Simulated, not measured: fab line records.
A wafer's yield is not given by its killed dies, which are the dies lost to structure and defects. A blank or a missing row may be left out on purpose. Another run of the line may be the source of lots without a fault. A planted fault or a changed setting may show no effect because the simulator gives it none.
fab line records || flow n5-finfet
record: {"lots": 4, "wafers": 12, "last-day": 18}
route steps=1938 shown WELL_APT@46 PMOS_HMC_CHANNEL_EPI@57 BEOL_M4@1111
lots untouched by any fault: they come from a run of this same line in which no faults occurred
start-h: the number of hours between the record's first day and the start of the first shown wafer of the lot || wait-h: hours elapsed since this lot's preceding step || " repeats the value in the row above || L1.1+2: a row that stands for several wafers || - no value, or no start given || * or withheld: withheld || < > ~ a bound
route shown NAME@n: names a module that has steps shown in the file, with the first one's number in the route || usual: the fault-free wafers' mean and standard deviation || same: alike in all rows || chamber/n: place in a boat || sites: per-site readings || _std_site: the standard deviation of these || _edge_site: inner sites' mean taken away from outer sites' mean || radius-mm: for every site, how far away it sits from the centre of the wafer || mask NAME#n: copy n || behind: the tool/chamber that last shaped the wafer || hold: why the lot went on hold/how many hours it stayed there/how the hold came to an end || device: the n, p or np transistor that did not switch || end of line: the route-end tests of the same wafers || a step given without rows: its recipe and nothing more || killed: not the wafer's yield, but the dies lost to structure and defects at the first sort || map: shows each die of a wafer: x if killed, . if not, _ if none is there
set.NAME: the setting the step ran with; set.NAME@STEP: the setting that earlier step ran with || model.NAME: the simulator's own value behind a step, which no gauge read
lots at some steps of the route; a table a step, a row a wafer
services: the hour from which a tool's chamber was out of use, counted from the record's first day as start-h (under 0 if before that day), plus the number of hours and why
== steps ==
step: N5_WELL_APT_DESCUM_30
recipe: {"chemistry": "O2", "time-s": 7.9, "source-power-w": 50, "bias-power-w": 20, "pressure-mtorr": 20, "rf-frequency-hz": 2.712e+07, "temp-c": 40, "o2-flow-sccm": 225}
step: N5_WELL_APT_IMPLANT_31
recipe: {"species": "B", "energy-kev": 60, "dose-cm2": 1.5e+13, "tilt-deg": 0, "rotation-deg": 0}
step: N5_WELL_APT_IMPLANT_32
recipe: {"species": "BF2", "energy-kev": 50, "dose-cm2": 2e+13, "tilt-deg": 0, "rotation-deg": 0}
step: N5_WELL_APT_STRIP_33
recipe: {"chemistry": "SPM", "time-s": 900, "temp-c": 130, "h2so4-h2o2-vol-ratio": 4, "dry": "ipa-marangoni"}
step: N5_WELL_APT_RTA_34
recipe: {"temp-c": 1000, "time-s": 10, "ambient": "N2", "idle-temp-c": 600, "ramp-up-c-per-s": 150, "ramp-down-c-per-s": 60, "cool-to-c": 600}
step: N5_WELL_APT_OXIDE_STRIP_42
recipe: {"chemistry": "dHF", "dilution": "25:1", "time-s": 45, "temp-c": 25, "target": "SiO2", "target-depth-a": 120}
step: N5_WELL_APT_PRECLEAN_36
recipe: {"chemistry": "O3/DIW", "time-s": 45, "temp-c": 22, "o3-ppm": 10}
step: N5_WELL_APT_PRECLEAN_39
recipe: {"chemistry": "dHF", "time-s": 60, "dilution": "150:1", "temp-c": 25}
step: N5_WELL_APT_SRD_37
recipe: {"dry": "ipa-marangoni", "do-ppb": 5, "time-s": 30, "temp-c": 23, "rinse-liquid": "diw"}
step: N5_WELL_APT_EPI_41
recipe: {"material": "Si", "target-thk-a": 500, "temp-c": 650, "precursor": "SiH4/H2", "pressure-torr": 20, "time-s": 297.7}
step: N5_PMOS_HMC_CHANNEL_EPI_HM_DEP_34
recipe: {"material": "SiO2", "target-thk-a": 360, "temp-c": 400, "precursor": "TEOS/O2", "pressure-torr": 6.5, "rf-w": 900, "teos-flow-sccm": 161.4, "gas": "O2", "flow-sccm": 2650, "time-s": 6.9}
usual: {"heater-power-w": "553/89", "showerhead-plenum-p-Torr": "8.35/0.036", "throttle-valve-pct": "19.1/1.2"}
{"lot.wafer": "L737.1", "tool": "pecvd-01", "chamber": 2, "start-h": 28.78, "wait-h": 0.0, "heater-power-w": 543, "showerhead-plenum-p-Torr": 8.32, "throttle-valve-pct": 18.1, "model.SiO2_of_PMOS_HMC_CHANNEL_EPI_HM_DEP_34.thk-nm": 36.64}
{"lot.wafer": "L737.3", "tool": "pecvd-01", "chamber": 1, "start-h": 28.78, "wait-h": 0.0, "heater-power-w": 634, "showerhead-plenum-p-Torr": 8.30, "throttle-valve-pct": 18.8, "model.SiO2_of_PMOS_HMC_CHANNEL_EPI_HM_DEP_34.thk-nm": 35.76}
{"lot.wafer": "L737.5", "tool": "pecvd-01", "chamber": 2, "start-h": 28.78, "wait-h": 0.0, "heater-power-w": 537, "showerhead-plenum-p-Torr": 8.33, "throttle-valve-pct": 18.1, "model.SiO2_of_PMOS_HMC_CHANNEL_EPI_HM_DEP_34.thk-nm": 36.95}
{"lot.wafer": "L754.1", "tool": "pecvd-01", "chamber": 0, "start-h": 126.50, "wait-h": 0.0, "heater-power-w": 570, "showerhead-plenum-p-Torr": 8.37, "throttle-valve-pct": 19.2, "model.SiO2_of_PMOS_HMC_CHANNEL_EPI_HM_DEP_34.thk-nm": 11.99}
{"lot.wafer": "L754.2", "tool": "pecvd-01", "chamber": 2, "start-h": 126.50, "wait-h": 0.0, "heater-power-w": 524, "showerhead-plenum-p-Torr": 8.30, "throttle-valve-pct": 18.3, "model.SiO2_of_PMOS_HMC_CHANNEL_EPI_HM_DEP_34.thk-nm": 36.45}
{"lot.wafer": "L754.5", "tool": "pecvd-01", "chamber": 0, "start-h": 126.50, "wait-h": 0.0, "heater-power-w": 588, "showerhead-plenum-p-Torr": 8.41, "throttle-valve-pct": 18.9, "model.SiO2_of_PMOS_HMC_CHANNEL_EPI_HM_DEP_34.thk-nm": 11.55}
{"lot.wafer": "L755.3", "tool": "pecvd-01", "chamber": 1, "start-h": 130.97, "wait-h": 0.0, "heater-power-w": 593, "showerhead-plenum-p-Torr": 8.30, "throttle-valve-pct": 19.3, "model.SiO2_of_PMOS_HMC_CHANNEL_EPI_HM_DEP_34.thk-nm": 34.51}
{"lot.wafer": "L755.5", "tool": "pecvd-01", "chamber": 1, "start-h": 130.97, "wait-h": 0.0, "heater-power-w": 576, "showerhead-plenum-p-Torr": 8.32, "throttle-valve-pct": 19.4, "model.SiO2_of_PMOS_HMC_CHANNEL_EPI_HM_DEP_34.thk-nm": 11.37}
{"lot.wafer": "L755.6", "tool": "pecvd-01", "chamber": 0, "start-h": 130.97, "wait-h": 0.0, "heater-power-w": 693, "showerhead-plenum-p-Torr": 8.38, "throttle-valve-pct": 19.1, "model.SiO2_of_PMOS_HMC_CHANNEL_EPI_HM_DEP_34.thk-nm": 35.45}
{"lot.wafer": "L758.1", "tool": "pecvd-02", "chamber": 2, "start-h": 148.55, "wait-h": 0.0, "heater-power-w": 432, "showerhead-plenum-p-Torr": 8.36, "throttle-valve-pct": 17.4, "model.SiO2_of_PMOS_HMC_CHANNEL_EPI_HM_DEP_34.thk-nm": 36.08}
{"lot.wafer": "L758.5", "tool": "pecvd-02", "chamber": 1, "start-h": 148.55, "wait-h": 0.0, "heater-power-w": 534, "showerhead-plenum-p-Torr": 8.35, "throttle-valve-pct": 18.8, "model.SiO2_of_PMOS_HMC_CHANNEL_EPI_HM_DEP_34.thk-nm": 36.11}
{"lot.wafer": "L758.6", "tool": "pecvd-02", "chamber": 0, "start-h": 148.55, "wait-h": 0.0, "heater-power-w": 644, "showerhead-plenum-p-Torr": 8.35, "throttle-valve-pct": 17.8, "model.SiO2_of_PMOS_HMC_CHANNEL_EPI_HM_DEP_34.thk-nm": 36.86}
step: N5_PMOS_HMC_CHANNEL_EPI_COAT_31
recipe: {"resist": "BARC", "temp-c": 205, "time-s": 60, "spin-rpm": 1500, "resist-thk-nm": 66}
step: N5_PMOS_HMC_CHANNEL_EPI_COAT_03
recipe: {"resist": "CAR-ArF-block", "spin-rpm": 1500, "resist-thk-nm": 205}
step: N5_PMOS_HMC_CHANNEL_EPI_EBR_05
recipe: {"solvent": "PGMEA", "ebr-width-mm": 1.5}
step: N5_PMOS_HMC_CHANNEL_EPI_SOFTBAKE_04
recipe: {"temp-c": 110, "time-s": 60, "resist": "CAR-ArF-block"}
step: N5_PMOS_HMC_CHANNEL_EPI_EXPOSE_06
recipe: {"mask-id": "PMOS_HMC_BLK", "na": 1.35, "source-shape": "conventional", "sigma-outer": 0.8, "polarization": "unpolarized", "target-cd-nm": 240, "dose-mj": 41}
step: N5_PMOS_HMC_CHANNEL_EPI_PEB_07
recipe: {"peb-temp-c": 110, "peb-time-s": 60, "resist": "CAR-ArF-block"}
step: N5_PMOS_HMC_CHANNEL_EPI_DEVELOP_08
recipe: {"develop-time-s": 30, "developer": "TMAH", "resist": "CAR-ArF-block", "dev-temp-c": 23, "rinse-liquid": "diw", "dry": "air-spin"}
step: N5_PMOS_HMC_CHANNEL_EPI_DESCUM_14
recipe: {"chemistry": "O2", "time-s": 7.9, "source-power-w": 50, "bias-power-w": 20, "pressure-mtorr": 20, "rf-frequency-hz": 2.712e+07, "temp-c": 40, "resist": "CAR-ArF-block", "o2-flow-sccm": 225}
step: N5_PMOS_HMC_CHANNEL_EPI_ETCH_32
recipe: {"chemistry": "N2/H2", "target": "BARC", "stop-on": "SiO2", "target-depth-a": 858, "over-etch-frac": 0.3, "time-s": 50.3, "ion-energy-ev": 200, "mask-material": "CAR-ArF-block", "pressure-mtorr": 30, "source-w": 840, "bias-w": 150, "n2-flow-sccm": 200, "h2-flow-sccm": 200}
step: N5_PMOS_HMC_CHANNEL_EPI_HM_OPEN_15
recipe: {"chemistry": "CHF3/O2", "target": "SiO2", "mask-material": "CAR-ArF-block", "target-depth-a": 406, "CHF3_flow_sccm": 50, "O2_flow_sccm": 5, "Ar_flow_sccm": 200, "time-s": 20.3, "pressure-mtorr": 30, "source-w": 650, "bias-w": 170, "ion-energy-ev": 200}
step: N5_PMOS_HMC_CHANNEL_EPI_STRIP_33
recipe: {"chemistry": "N2/H2", "power-w": 500, "temp-c": 40, "pressure-mtorr": 50, "rf-frequency-hz": 6e+07, "overash-fraction": 0.3, "bias-power-w": 8, "h2-frac": 0.5, "n2-flow-sccm": 300, "h2-flow-sccm": 300}
step: N5_PMOS_HMC_CHANNEL_EPI_STRIP_17
recipe: {"chemistry": "SPM", "time-s": 750, "temp-c": 130, "h2so4-h2o2-vol-ratio": 4, "dry": "ipa-marangoni"}
step: N5_PMOS_HMC_CHANNEL_EPI_ETCH_38
recipe: {"chemistry": "CF4", "target": "SiO2", "target-depth-a": 15, "ion-energy-ev": 350, "pressure-mtorr": 10, "icp-w": 800, "bias-w": 400, "cf4-flow-sccm": 80}
step: N5_PMOS_HMC_CHANNEL_EPI_FIN_RECESS_16
recipe: {"chemistry": "HBr/Cl2", "target": "Si", "mask-material": "SiO2", "target-depth-a": 540, "time-s": 18, "pressure-mtorr": 10, "icp-w": 800, "bias-w": 75, "HBr_flow_sccm": 150, "Cl2_flow_sccm": 80}
step: N5_PMOS_HMC_CHANNEL_EPI_PRECLEAN_36
recipe: {"chemistry": "O3/DIW", "time-s": 45, "temp-c": 22, "o3-ppm": 10}
step: N5_PMOS_HMC_CHANNEL_EPI_PRECLEAN_18
recipe: {"chemistry": "DHF", "time-s": 30, "temp-c": 25, "dilution": "withheld"}
{"lot.wafer": "L737.1", "tool": "wet-bench-05", "chamber": 4, "start-h": 29.84, "wait-h": 0.0, "model.SiO2_of_PMOS_HMC_CHANNEL_EPI_HM_DEP_34.thk-nm": 25.62}
{"lot.wafer": "L737.3", "tool": "wet-bench-05", "chamber": 3, "start-h": 29.84, "wait-h": 0.0, "model.SiO2_of_PMOS_HMC_CHANNEL_EPI_HM_DEP_34.thk-nm": 24.4}
{"lot.wafer": "L737.5", "tool": "wet-bench-05", "chamber": 1, "start-h": 29.84, "wait-h": 0.0, "model.SiO2_of_PMOS_HMC_CHANNEL_EPI_HM_DEP_34.thk-nm": 25.55}
{"lot.wafer": "L754.1", "tool": "wet-bench-05", "chamber": 1, "start-h": 127.56, "wait-h": 0.0, "model.SiO2_of_PMOS_HMC_CHANNEL_EPI_HM_DEP_34.thk-nm": 2.491}
{"lot.wafer": "L754.2", "tool": "wet-bench-05", "chamber": 5, "start-h": 127.56, "wait-h": 0.0, "model.SiO2_of_PMOS_HMC_CHANNEL_EPI_HM_DEP_34.thk-nm": 25.17}
{"lot.wafer": "L754.5", "tool": "wet-bench-05", "chamber": 2, "start-h": 127.56, "wait-h": 0.0, "model.SiO2_of_PMOS_HMC_CHANNEL_EPI_HM_DEP_34.thk-nm": 2.341}
{"lot.wafer": "L755.3", "tool": "wet-bench-05", "chamber": 6, "start-h": 132.10, "wait-h": 0.0, "model.SiO2_of_PMOS_HMC_CHANNEL_EPI_HM_DEP_34.thk-nm": 23.18}
{"lot.wafer": "L755.5", "tool": "wet-bench-05", "chamber": 4, "start-h": 132.10, "wait-h": 0.0, "model.SiO2_of_PMOS_HMC_CHANNEL_EPI_HM_DEP_34.thk-nm": 2.255}
{"lot.wafer": "L755.6", "tool": "wet-bench-05", "chamber": 5, "start-h": 132.10, "wait-h": 0.0, "model.SiO2_of_PMOS_HMC_CHANNEL_EPI_HM_DEP_34.thk-nm": 24.05}
{"lot.wafer": "L758.1", "tool": "wet-bench-03", "chamber": 2, "start-h": 150.03, "wait-h": 0.0, "model.SiO2_of_PMOS_HMC_CHANNEL_EPI_HM_DEP_34.thk-nm": 24.88}
{"lot.wafer": "L758.5", "tool": "wet-bench-03", "chamber": 1, "start-h": 150.03, "wait-h": 0.0, "model.SiO2_of_PMOS_HMC_CHANNEL_EPI_HM_DEP_34.thk-nm": 24.99}
{"lot.wafer": "L758.6", "tool": "wet-bench-03", "chamber": 4, "start-h": 150.03, "wait-h": 0.0, "model.SiO2_of_PMOS_HMC_CHANNEL_EPI_HM_DEP_34.thk-nm": 25.91}
step: N5_PMOS_HMC_CHANNEL_EPI_SRD_19
recipe: {"dry": "ipa-marangoni", "do-ppb": 5, "time-s": 30, "temp-c": 23, "rinse-liquid": "diw"}
step: N5_BEOL_M4_RC_MEAS_101
usual: {"DIBL_N": "37.1/1.8", "DIBL_P": "37.2/2.1", "IOFF_N": "0.17/0.033", "IOFF_P": "0.22/0.037", "ION_N": "680/11", "ION_P": "464/7.7", "SS_N": "71.7/0.63", "SS_P": "73.6/0.67", "VT_N": "248.9/2.9", "VT_P": "-251/3.6"}
{"lot.wafer": "L737.1", "tool": "prober-02", "chamber": 0, "start-h": 193.53, "wait-h": 0.0, "DIBL_N[mV/V]": 35.8, "DIBL_P[mV/V]": 37.5, "IOFF_N[nA/um]": 0.18, "IOFF_P[nA/um]": 0.26, "ION_N[uA/um]": 710, "ION_P[uA/um]": 487, "SS_N[mV/dec]": 71.3, "SS_P[mV/dec]": 73.6, "VT_N[mV]": 244.3, "VT_P[mV]": -245}
{"lot.wafer": "L737.3", "tool": "prober-02", "chamber": 0, "start-h": 193.53, "wait-h": 0.0, "DIBL_N[mV/V]": 33.9, "DIBL_P[mV/V]": 34.4, "IOFF_N[nA/um]": 0.13, "IOFF_P[nA/um]": 0.21, "ION_N[uA/um]": 663, "ION_P[uA/um]": 463, "SS_N[mV/dec]": 71.1, "SS_P[mV/dec]": 73.0, "VT_N[mV]": 250.9, "VT_P[mV]": -248}
{"lot.wafer": "L737.5", "tool": "prober-02", "chamber": 0, "start-h": 193.53, "wait-h": 0.0, "DIBL_N[mV/V]": 34.7, "DIBL_P[mV/V]": 35.0, "IOFF_N[nA/um]": 0.15, "IOFF_P[nA/um]": 0.21, "ION_N[uA/um]": 691, "ION_P[uA/um]": 473, "SS_N[mV/dec]": 71.5, "SS_P[mV/dec]": 72.8, "VT_N[mV]": 249.8, "VT_P[mV]": -249}
{"lot.wafer": "L754.1", "tool": "prober-01", "chamber": 0, "start-h": 286.63, "wait-h": 0.3, "DIBL_N[mV/V]": 35.1, "DIBL_P[mV/V]": 36.7, "IOFF_N[nA/um]": 0.14, "IOFF_P[nA/um]": 0.20, "ION_N[uA/um]": 674, "ION_P[uA/um]": 461, "SS_N[mV/dec]": 70.9, "SS_P[mV/dec]": 73.1, "VT_N[mV]": 250.6, "VT_P[mV]": -250}
{"lot.wafer": "L754.2", "tool": "prober-01", "chamber": 0, "start-h": 286.63, "wait-h": 0.3, "DIBL_N[mV/V]": 37.7, "DIBL_P[mV/V]": 39.0, "IOFF_N[nA/um]": 0.19, "IOFF_P[nA/um]": 0.24, "ION_N[uA/um]": 686, "ION_P[uA/um]": 472, "SS_N[mV/dec]": 71.8, "SS_P[mV/dec]": 74.3, "VT_N[mV]": 246.5, "VT_P[mV]": -247}
{"lot.wafer": "L754.5", "tool": "prober-01", "chamber": 0, "start-h": 286.63, "wait-h": 0.3, "DIBL_N[mV/V]": 35.5, "DIBL_P[mV/V]": 37.1, "IOFF_N[nA/um]": 0.15, "IOFF_P[nA/um]": 0.21, "ION_N[uA/um]": 673, "ION_P[uA/um]": 466, "SS_N[mV/dec]": 71.5, "SS_P[mV/dec]": 73.5, "VT_N[mV]": 249.9, "VT_P[mV]": -249}
{"lot.wafer": "L755.3", "tool": "prober-02", "chamber": 0, "start-h": 307.41, "wait-h": 0.3, "DIBL_N[mV/V]": 36.5, "DIBL_P[mV/V]": 35.0, "IOFF_N[nA/um]": 0.16, "IOFF_P[nA/um]": 0.19, "ION_N[uA/um]": 674, "ION_P[uA/um]": 455, "SS_N[mV/dec]": 72.0, "SS_P[mV/dec]": 74.1, "VT_N[mV]": 248.1, "VT_P[mV]": -251}
{"lot.wafer": "L755.5", "tool": "prober-02", "chamber": 0, "start-h": 307.41, "wait-h": 0.3, "DIBL_N[mV/V]": 37.0, "DIBL_P[mV/V]": 36.0, "IOFF_N[nA/um]": 0.16, "IOFF_P[nA/um]": 0.21, "ION_N[uA/um]": 679, "ION_P[uA/um]": 468, "SS_N[mV/dec]": 71.4, "SS_P[mV/dec]": 73.4, "VT_N[mV]": 249.9, "VT_P[mV]": -253}
{"lot.wafer": "L755.6", "tool": "prober-02", "chamber": 0, "start-h": 307.41, "wait-h": 0.3, "DIBL_N[mV/V]": 36.0, "DIBL_P[mV/V]": 35.4, "IOFF_N[nA/um]": 0.16, "IOFF_P[nA/um]": 0.20, "ION_N[uA/um]": 703, "ION_P[uA/um]": 482, "SS_N[mV/dec]": 71.0, "SS_P[mV/dec]": 73.1, "VT_N[mV]": 246.4, "VT_P[mV]": -251}
{"lot.wafer": "L758.1", "tool": "prober-02", "chamber": 0, "start-h": 322.70, "wait-h": 0.0, "DIBL_N[mV/V]": 37.2, "DIBL_P[mV/V]": 35.6, "IOFF_N[nA/um]": 0.14, "IOFF_P[nA/um]": 0.18, "ION_N[uA/um]": 654, "ION_P[uA/um]": 453, "SS_N[mV/dec]": 72.0, "SS_P[mV/dec]": 73.4, "VT_N[mV]": 252.4, "VT_P[mV]": -253}
{"lot.wafer": "L758.5", "tool": "prober-02", "chamber": 0, "start-h": 322.70, "wait-h": 0.0, "DIBL_N[mV/V]": 37.6, "DIBL_P[mV/V]": 37.6, "IOFF_N[nA/um]": 0.15, "IOFF_P[nA/um]": 0.21, "ION_N[uA/um]": 672, "ION_P[uA/um]": 462, "SS_N[mV/dec]": 71.8, "SS_P[mV/dec]": 73.4, "VT_N[mV]": 248.3, "VT_P[mV]": -249}
{"lot.wafer": "L758.6", "tool": "prober-02", "chamber": 0, "start-h": 322.70, "wait-h": 0.0, "DIBL_N[mV/V]": 39.4, "DIBL_P[mV/V]": 38.4, "IOFF_N[nA/um]": 0.18, "IOFF_P[nA/um]": 0.22, "ION_N[uA/um]": 689, "ION_P[uA/um]": 462, "SS_N[mV/dec]": 72.2, "SS_P[mV/dec]": 73.1, "VT_N[mV]": 248.2, "VT_P[mV]": -249}
== services ==
{"tool": "pecvd-02", "chamber": 1, "start-h": 6.87, "hours": 5.5, "kind": "scheduled-down"}
{"tool": "pecvd-02", "chamber": 2, "start-h": 21.12, "hours": "-", "kind": "clean"}
{"tool": "pecvd-02", "chamber": 2, "start-h": 21.12, "hours": "-", "kind": "consumable-replace:showerhead"}
{"tool": "pecvd-02", "chamber": 2, "start-h": 21.12, "hours": 29.0, "kind": "scheduled-down"}
{"tool": "pecvd-02", "chamber": 2, "start-h": 21.12, "hours": 29.0, "kind": "vent-cycle"}
{"tool": "pecvd-01", "chamber": 1, "start-h": 30.80, "hours": 5.5, "kind": "scheduled-down"}
{"tool": "wet-bench-03", "chamber": "-", "start-h": 79.55, "hours": 2.1, "kind": "repair"}
{"tool": "pecvd-01", "chamber": 2, "start-h": 81.03, "hours": 7.9, "kind": "repair"}
{"tool": "pecvd-01", "chamber": 0, "start-h": 134.96, "hours": 5.5, "kind": "scheduled-down"}
== key ==
first-sign none at tools or gauges
model-effect: {"step": "N5_PMOS_HMC_CHANNEL_EPI_HM_DEP_34", "value": "SiO2_of_PMOS_HMC_CHANNEL_EPI_HM_DEP_34.thk-nm", "without": 35.69, "struck": 11.64}
model-effect: {"step": "N5_PMOS_HMC_CHANNEL_EPI_PRECLEAN_18", "value": "SiO2_of_PMOS_HMC_CHANNEL_EPI_HM_DEP_34.thk-nm", "without": 24.32, "struck": 2.363}
met-at N5_PMOS_HMC_CHANNEL_EPI_HM_DEP_34
struck-wafers L754.1,L754.5,L755.5
onset-between 28.78 126.50
fault: {"kind": "process-parameter-drift", "tool": "pecvd-01", "chamber": "-", "onset-h": 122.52, "steps": "N5_PMOS_HMC_CHANNEL_EPI_HM_DEP_34", "channel": "time-s", "offset": "*", "shape": "step", "end-h": 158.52, "scope": "struck-wafers-only", "acts-in": "*", "stated": "*"}
